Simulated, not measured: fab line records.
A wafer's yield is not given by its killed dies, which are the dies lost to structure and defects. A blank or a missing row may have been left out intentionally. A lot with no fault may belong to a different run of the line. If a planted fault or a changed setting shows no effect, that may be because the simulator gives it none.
fab line records | flow n5Finfet
record: lots: 6 wafers: 18 lastDay: 16
route steps=1938 shown BEOL_M11@1560 PASSIVATION@1936
lots with no fault: from the same line, run without faults
startH: the number of hours between the record's first day and the start of the first shown wafer of the lot | waitH: hours since the lot's step before | " as in the row above | L1.1+2: several wafers, shown together as one row | - either no value or no given start | * or withheld: withheld | < > ~ a bound
route shown NAME@n: a module of which the file shows steps, and the number in the route of the first | usual: the fault-free wafers' mean and standard deviation | same: alike in all rows | chamber/n: place in a boat | sites: readings site by site | _std_site: the standard deviation of these | _edge_site: inner sites' mean taken away from outer sites' mean | radiusMm: for every site, how far away it sits from the centre of the wafer | mask NAME#n: copy n | behind: the tool/chamber that last shaped the wafer | hold: why the lot went on hold/how many hours it stayed there/how the hold came to an end | device: whichever transistor did not switch (one of n, p or np) | end of line: tests run on the same wafers once the route is complete | where a step has no rows: the recipe by itself | killed: dies that structure and defects cost at the first sort, which is not the same as the wafer's yield | map: shows each die of a wafer: x if killed, . if not, _ if none is there
set.NAME: the setting the step ran with; set.NAME@STEP: the setting that earlier step ran with | model.NAME: the simulator's own value behind a step, which no gauge read
lots at selected steps of the route; one table per step, one row per wafer
services: from which hour (startH, from the record's first day; less than 0 if before it) a tool's chamber was out of use, for how many hours, and why
== steps ==
step: N5_BEOL_M11_COAT_63
recipe: resist: SOC tempC: 250 timeS: 60 spinRpm: 1500 resistThkNm: 100
step: N5_BEOL_M11_COAT_64
recipe: resist: SiARC tempC: 220 timeS: 60 spinRpm: 1500 resistThkNm: 30
step: N5_BEOL_M11_COAT_22
recipe: resist: CAR-ArF spinRpm: 1500 resistThkNm: 90
step: N5_BEOL_M11_EBR_24
recipe: solvent: PGMEA ebrWidthMm: 1.5
step: N5_BEOL_M11_SOFTBAKE_23
recipe: tempC: 110 timeS: 60 resist: CAR-ArF
step: N5_BEOL_M11_EXPOSE_25
recipe: maskId: V10 na: 1.35 sourceShape: annular sigmaInner: 0.5 sigmaOuter: 0.8 polarization: unpolarized doseMj: 85.5
step: N5_BEOL_M11_PEB_26
recipe: pebTempC: withheld pebTimeS: 60 resist: CAR-ArF
step: N5_BEOL_M11_DEVELOP_27
recipe: developTimeS: 30 developer: TMAH resist: CAR-ArF rinseLiquid: diw dry: airSpin devTempC: 23
step: N5_BEOL_M11_CD_MEAS_28
recipe: targetCdNm: 70 landingEnergyEv: 500 detector: seInlens polarity: opening
usual: cdNm: 70.1/1.3
columns lot.wafer tool chamber startH waitH cdNm
L215.1 cdSem-03 0 219.72 - 70.1
L215.2 " 0 " " 71.6
L215.4 " 0 " " 72.2
L219.2 cdSem-03 0 248.10 - 68.6
L219.4 " 0 " " 70.6
L219.5 " 0 " " 67.7
L224.1 cdSem-03 0 277.56 - 70.8
L224.2 " 0 " " 71.4
L224.6 " 0 " " 72.7
L225.1 cdSem-01 0 284.45 - 67.6
L225.2 " 0 " " 67.4
L225.5 " 0 " " 68.2
L226.1 cdSem-03 0 291.22 - 67.8
L226.3 " 0 " " 69.9
L226.6 " 0 " " 67.6
L235.4 cdSem-03 0 341.69 - 69.8
L235.5 " 0 " " 70.4
L235.6 " 0 " " 69.6
step: N5_BEOL_M11_OVL_MEAS_29
recipe: pointsPerWafer: 44
usual: V10_OVL: -0.6/0.82
columns lot.wafer tool chamber startH waitH V10_OVL[nm]
L215.1 overlay-01 0 219.75 0.0 -0.4
L215.2 " 0 " " -0.1
L215.4 " 0 " " -1.9
L219.2 overlay-02 0 248.13 0.0 -0.4
L219.4 " 0 " " -0.9
L219.5 " 0 " " -0.3
L224.1 overlay-01 0 277.59 0.0 -0.4
L224.2 " 0 " " -1.0
L224.6 " 0 " " -0.9
L225.1 overlay-02 0 284.48 0.0 0.5
L225.2 " 0 " " -0.3
L225.5 " 0 " " -0.2
L226.1 overlay-02 0 291.25 0.0 0.7
L226.3 " 0 " " 0.0
L226.6 " 0 " " -0.1
L235.4 overlay-01 0 341.72 0.0 -1.9
L235.5 " 0 " " -0.4
L235.6 " 0 " " -2.4
step: N5_BEOL_M11_INSPECT_30
recipe: mode: adi inspectInstrument: brightfield
usual: rawDefectCount: 424/98
columns lot.wafer tool chamber startH waitH rawDefectCount
L215.1 defectInspect-01 - 219.78 0.0 494
L215.2 " - " " 525
L215.4 " - " " 602
L219.2 defectInspect-01 - 248.16 0.0 426
L219.4 " - " " 402
L219.5 " - " " 338
L224.1 defectInspect-02 - 277.61 0.0 513
L224.2 " - " " 391
L224.6 " - " " 382
L225.1 defectInspect-01 - 284.50 0.0 312
L225.2 " - " " 297
L225.5 " - " " 450
L226.1 defectInspect-01 - 291.27 0.0 355
L226.3 " - " " 449
L226.6 " - " " 399
L235.4 defectInspect-02 - 341.74 0.0 458
L235.5 " - " " 494
L235.6 " - " " 517
step: N5_BEOL_M11_DESCUM_33
recipe: chemistry: O2 timeS: 7.9 sourcePowerW: 50 biasPowerW: 20 pressureMtorr: 20 rfFrequencyHz: 2.712e+07 tempC: 40 resist: CAR-ArF o2FlowSccm: 225
usual: drypumpMotorCurrentA: 5.7/0.33 o2FlowSccm: 225.1/0.62 oesProductAu: 0.75/0.094 rfVppV: 243.1/1.3 showerheadPlenumPTorr: 2.09/0.066 throttleValvePct: 20.61/0.25
columns lot.wafer tool chamber startH waitH drypumpMotorCurrentA o2FlowSccm oesProductAu rfHoursCounterH rfVppV showerheadPlenumPTorr throttleValvePct
L215.1 rieDiel-01 2 219.82 0.0 6.2 224.2 0.72 178 243.6 2.10 20.69
L215.2 " 1 " " 6.0 225.3 0.87 41 244.1 2.11 19.95
L215.4 " 3 " " 5.8 224.9 0.72 191 241.4 2.01 20.52
L219.2 rieDiel-04 0 248.20 0.0 4.7 224.4 0.66 224 242.2 1.99 20.74
L219.4 " 3 " " 5.9 225.7 0.69 240 242.9 2.08 21.01
L219.5 " 3 " " 5.9 225.3 0.70 - 243.2 2.08 21.01
L224.1 rieDiel-01 2 277.65 0.0 6.2 224.9 0.69 197 242.2 2.09 20.74
L224.2 " 3 " " 5.8 224.4 0.70 209 242.1 2.01 20.54
L224.6 " 0 " " 5.3 224.3 0.93 - 244.8 2.15 20.58
L225.1 rieDiel-01 1 284.62 0.1 6.0 225.0 0.84 62 243.6 2.10 19.99
L225.2 " 0 " " 5.3 225.3 0.94 24 243.0 2.15 20.56
L225.5 " 0 " " 5.3 225.9 0.94 - 243.9 2.15 20.59
L226.1 rieDiel-03 2 291.30 0.0 5.5 226.0 0.71 202 240.2 1.99 20.76
L226.3 " 1 " " 5.8 224.9 0.71 216 243.8 2.09 20.78
L226.6 " 1 " " 5.7 225.1 0.71 - 242.6 2.09 20.78
L235.4 rieDiel-03 0 341.93 0.2 5.7 224.8 0.70 - 243.6 2.17 20.80
L235.5 " 1 " " 5.8 225.0 0.70 - 244.1 2.08 20.81
L235.6 " 2 " " 5.5 225.1 0.70 - 241.2 1.99 20.77
step: N5_BEOL_M11_ETCH_65
recipe: chemistry: CF4 target: SiARC targetDepthA: 390 maskMaterial: CAR-ArF timeS: 65 ionEnergyEv: 80 pressureMtorr: 40 sourceW: 545 biasW: 36 Ar_flow_sccm: 100 cf4FlowSccm: 100 ends: cleared
usual: drypumpMotorCurrentA: 5.7/0.33 etchRfOnTimeS: 65.1/1.7 oesProductAu: 0.65/0.084 rfVppV: 183.9/1.1 showerheadPlenumPTorr: 2.14/0.061 throttleValvePct: 15.76/0.23
columns lot.wafer tool chamber startH waitH drypumpMotorCurrentA etchRfOnTimeS oesProductAu rfHoursCounterH rfVppV showerheadPlenumPTorr throttleValvePct
L215.1 rieDiel-01 2 219.86 0.0 6.3 65.7 0.62 178 184.5 2.13 15.75
L215.2 " 1 " " 6.0 63.6 0.75 41 185.3 2.18 15.26
L215.4 " 3 " " 5.8 66.6 0.61 191 182.0 2.05 15.64
L219.2 rieDiel-04 0 248.23 0.0 4.7 65.3 0.58 224 182.2 2.03 15.79
L219.4 " 3 " " 6.0 64.8 0.60 240 183.3 2.12 16.17
L219.5 " 3 " " 5.9 64.7 0.59 - 183.9 2.12 16.18
L224.1 rieDiel-01 2 277.68 0.0 6.3 48.6 0.73 197 185.0 2.12 15.79
L224.2 " 3 " " 5.8 67.5 0.59 209 183.1 2.04 15.69
L224.6 " 0 " " 5.3 61.7 0.80 - 185.6 2.18 15.60
L225.1 rieDiel-01 1 284.66 0.0 6.0 47.3 0.87 62 184.5 2.17 15.29
L225.2 " 0 " " 5.3 61.2 0.80 24 184.1 2.18 15.61
L225.5 " 0 " " 5.3 61.1 0.80 - 183.6 2.18 15.60
L226.1 rieDiel-03 2 291.34 0.0 5.5 65.1 0.61 202 182.6 2.06 15.97
L226.3 " 1 " " 5.8 65.7 0.61 216 183.0 2.13 15.86
L226.6 " 1 " " 5.8 66.3 0.62 - 183.4 2.13 15.86
L235.4 rieDiel-03 0 341.97 0.0 5.7 65.8 0.59 - 185.2 2.20 15.94
L235.5 " 1 " " 5.7 65.1 0.61 - 182.9 2.13 15.89
L235.6 " 2 " " 5.5 65.1 0.61 - 183.5 2.05 16.02
step: N5_BEOL_M11_ETCH_66
recipe: chemistry: N2/H2 target: SOC targetDepthA: 1200 overetchA: 240 maskMaterial: SiARC tempC: 40 timeS: 180 ionEnergyEv: 200 pressureMtorr: 30 sourceW: 840 biasW: 150 n2FlowSccm: 200 h2FlowSccm: 200
usual: drypumpMotorCurrentA: 5.7/0.32 oesProductAu: 0.61/0.069 rfVppV: 523.7/2.4 showerheadPlenumPTorr: 2.53/0.083 throttleValvePct: 17.93/0.25
columns lot.wafer tool chamber startH waitH drypumpMotorCurrentA oesProductAu rfHoursCounterH rfVppV showerheadPlenumPTorr throttleValvePct
L215.1 rieDiel-01 2 219.91 0.0 6.3 0.59 178 524.8 2.54 18.04
L215.2 " 1 " " 6.0 0.70 41 525.3 2.57 17.39
L215.4 " 3 " " 5.8 0.59 191 521.2 2.43 17.80
L219.2 rieDiel-04 0 248.28 0.0 4.7 0.55 224 520.5 2.41 18.19
L219.4 " 3 " " 6.0 0.57 240 524.0 2.50 18.24
L219.5 " 3 " " 6.0 0.57 - 522.6 2.50 18.21
L224.1 rieDiel-01 2 277.73 0.0 6.3 0.58 197 524.1 2.53 18.05
L224.2 " 3 " " 5.8 0.58 209 519.2 2.42 17.85
L224.6 " 0 " " 5.3 0.74 - 525.7 2.58 17.77
L225.1 rieDiel-01 1 284.71 0.0 6.0 0.67 62 525.3 2.56 17.41
L225.2 " 0 " " 5.3 0.73 24 525.9 2.58 17.78
L225.5 " 0 " " 5.3 0.73 - 525.7 2.58 17.78
L226.1 rieDiel-03 2 291.39 0.0 5.5 0.57 202 519.7 2.41 18.13
L226.3 " 1 " " 5.7 0.58 216 522.8 2.51 18.03
L226.6 " 1 " " 5.7 0.58 - 522.9 2.51 18.03
L235.4 rieDiel-03 0 342.05 0.1 5.7 0.56 - 525.6 2.64 18.21
L235.5 " 1 " " 5.8 0.57 - 524.1 2.50 18.07
L235.6 " 2 " " 5.5 0.57 - 519.2 2.41 18.17
step: N5_PASSIVATION_PROBE_49
usual: defectLimitedYield: 90.9/1.5 killed_at_M0_to_M3: 36/9.9 killed_at_M4_up: 13/4.5 killedAtContacts: 13/6.4 killedAtFrontEnd: 42/12 killedAtOther: 3.4/3 killedDies: 107/18 killedOpen: 69/13 killedShort: 35/8.2 sort_bin_5_function: 5.3/1.1 sort_bin_6_memory: 3.4/0.69 sort_bin_8_speed: 0.00/0.0071 sortNPass: 1073/18 sortYieldPct: 90.9/1.5
same: grossDies: 1180 killedAtBackSide: 0 sort_bin_4_leakage[%]: 0
columns lot.wafer tool chamber startH waitH defectLimitedYield[%] killed_at_M0_to_M3 killed_at_M4_up killedAtContacts killedAtFrontEnd killedAtOther killedDies killedOpen killedShort sort_bin_5_function[%] sort_bin_6_memory[%] sort_bin_8_speed[%] sortNPass sortYieldPct[%]
L225.1 prober-02 - 331.58 0.0 88.5 45 12 11 67 1 136 87 45 6.4 4.9 0 1044 88.5
L225.2 prober-02 - 331.63 0.1 92.5 24 21 7 34 2 88 54 31 4.4 2.6 0 1092 92.5
L225.5 prober-02 - 331.78 0.2 91.4 23 12 9 58 0 102 69 31 4.2 4.0 0 1078 91.4
L226.1 prober-01 - 333.57 0.0 91.8 46 17 6 28 0 97 60 37 4.6 3.4 0 1083 91.8
L226.3 prober-01 - 333.67 0.1 90.3 37 18 9 48 3 115 74 36 5.6 3.5 0 1065 90.3
L226.6 prober-01 - 333.82 0.3 91.4 37 8 11 45 1 102 67 33 4.7 3.6 0 1078 91.4
killed by level:class
L225.1 FIN_SAQP:geometricParticle:open=18 STI_FIN_REVEAL:geometricParticle:open=17 BEOL_M0_SAQP:geometricParticle:open=13 FIN_SAQP:geometricParticle:short=12 BEOL_M0_SAQP:geometricParticle:short=12 MOL_CONTACT_COAG:geometricParticle:open=8 DUMMY_GATE:geometricParticle:open=5 GATE_CUT:geometricParticle:short=5
L225.2 FIN_SAQP:geometricParticle:short=9 BEOL_M0_SAQP:geometricParticle:open=8 BEOL_M4:geometricParticle:open=8 BEOL_M0_SAQP:geometricParticle:short=6 BEOL_M5:geometricParticle:open=6 FIN_SAQP:geometricParticle:open=5 MOL_CONTACT_COAG:geometricParticle:open=5 GATE_CUT:geometricParticle:short=4
L225.5 FIN_SAQP:geometricParticle:open=14 FIN_SAQP:geometricParticle:short=11 BEOL_M4:geometricParticle:open=10 STI_FIN_REVEAL:geometricParticle:open=9 MOL_CONTACT_COAG:geometricParticle:open=8 DUMMY_GATE:geometricParticle:open=7 STI_FIN_REVEAL:geometricParticle:short=4 BEOL_M3:geometricParticle:open=4
L226.1 BEOL_M2:geometricParticle:open=13 FIN_SAQP:geometricParticle:short=9 BEOL_M0_SAQP:geometricParticle:short=9 FIN_SAQP:geometricParticle:open=6 MOL_CONTACT_COAG:geometricParticle:open=6 BEOL_M3:geometricParticle:open=6 BEOL_M1:geometricParticle:open=5 BEOL_M2:geometricParticle:short=5
L226.3 BEOL_M1:geometricParticle:open=11 FIN_SAQP:geometricParticle:short=9 STI_FIN_REVEAL:geometricParticle:open=9 MOL_CONTACT_COAG:geometricParticle:open=9 BEOL_M0_SAQP:geometricParticle:short=9 FIN_SAQP:geometricParticle:open=7 BEOL_M4:geometricParticle:open=7 BEOL_M0_SAQP:geometricParticle:open=5
L226.6 FIN_SAQP:geometricParticle:short=13 BEOL_M0_SAQP:geometricParticle:open=12 MOL_CONTACT_COAG:geometricParticle:open=10 FIN_SAQP:geometricParticle:open=9 BEOL_M2:geometricParticle:open=9 BEOL_M0_SAQP:geometricParticle:short=6 ILD0:geometricParticle:open=4 BEOL_M3:geometricParticle:open=4
== services ==
columns tool chamber startH hours kind
rieDiel-01 1 203.57 15.6 repair
rieDiel-04 0 241.77 2.9 repair
rieDiel-03 3 243.02 4.6 repair
rieDiel-04 3 266.66 7.7 repair
rieDiel-04 3 288.44 - clean
rieDiel-04 3 288.44 - consumableReplace:focusRing
rieDiel-04 3 288.44 14.5 scheduledDown
rieDiel-04 3 288.44 14.5 ventCycle
rieDiel-03 2 305.25 9.0 repair
rieDiel-01 3 312.30 7.9 repair
rieDiel-01 0 314.42 5.3 repair
rieDiel-01 0 332.02 2.5 repair
rieDiel-04 0 340.23 7.5 repair
rieDiel-04 2 341.48 8.4 repair
== key ==
firstSign: step: N5_BEOL_M11_ETCH_65 reading: etchRfOnTimeS direction: down sigmas: 9.9 usual: * struck: *
effect none on later readings
metAt N5_BEOL_M11_ETCH_65
struckWafers L224.1,L225.1
baselineLoss: step: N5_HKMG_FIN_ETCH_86 wafers: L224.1
onsetBetween 219.86 277.68
fault: kind: processParameterDrift tool: rieDiel-01 chamber: - onsetH: 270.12 steps: N5_BEOL_M11_ETCH_65 channel: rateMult offset: 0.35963 shape: step endH: 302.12 scope: struckWafersOnly
baselineLoss: these wafers lose ten dies or more at that step, a loss of the line's own and not of a fault; the sort's usual values leave them out
